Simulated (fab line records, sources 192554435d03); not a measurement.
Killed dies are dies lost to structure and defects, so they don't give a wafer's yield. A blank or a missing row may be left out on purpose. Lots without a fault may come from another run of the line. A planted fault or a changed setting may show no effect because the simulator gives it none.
Chamber matching | flow n5_finfet | N5_BEOL_M3_PRE_CLEAN_60 on cvd_co-01: 3 sister chambers
The step time 15 s. 6 wafers are shown with their chamber, then 12 later ones without.

WAFERS WITH THEIR CHAMBER
wafer  | chamber | heater_power_w (W)
L089.2 | 1       | 66
L089.5 | 2       | 91
L088.3 | 1       | 66
L092.2 | 0       | 93
L092.3 | 2       | 93
L092.5 | 0       | 93

WAFERS WITHOUT THEIR CHAMBER
wafer  | heater_power_w (W)
L095.3 | 96
L095.4 | 91
L095.5 | 64
L094.2 | 93
L094.3 | 92
L094.5 | 93
L097.1 | 93
L097.2 | 92
L097.3 | 66
L096.3 | 91
L096.4 | 94
L096.5 | 65

WHICH CHAMBER EACH WENT THROUGH
wafer  | from the rows above     | in truth
L095.3 | can't be placed: 0 or 2 | 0
L095.4 | can't be placed: 2 or 0 | 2
L095.5 | 1                       | 1
L094.2 | can't be placed: 0 or 2 | 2
L094.3 | can't be placed: 2 or 0 | 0
L094.5 | can't be placed: 0 or 2 | 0
L097.1 | can't be placed: 0 or 2 | 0
L097.2 | can't be placed: 2 or 0 | 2
L097.3 | 1                       | 1
L096.3 | can't be placed: 2 or 0 | 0
L096.4 | can't be placed: 0 or 2 | 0
L096.5 | 1                       | 1
Placed correctly: 3 of 12. Can't be placed from these rows: 9 (the true chamber is among the candidates in 9). Placed wrongly: 0.
How it was worked out, from the rows above alone: a wafer's distance from a chamber is the root of the sum, over the readings, of the square of ((its reading less the chamber's mean) divided by the reading's scatter). The wafer belongs to the nearest chamber; if the next one is less than 2 further off, it can't be placed. A chamber's mean is the mean of its shown wafers. The scatter: the root of (the sum of the squares of (reading less its chamber's mean) over the shown wafers, divided by (wafers less chambers)).
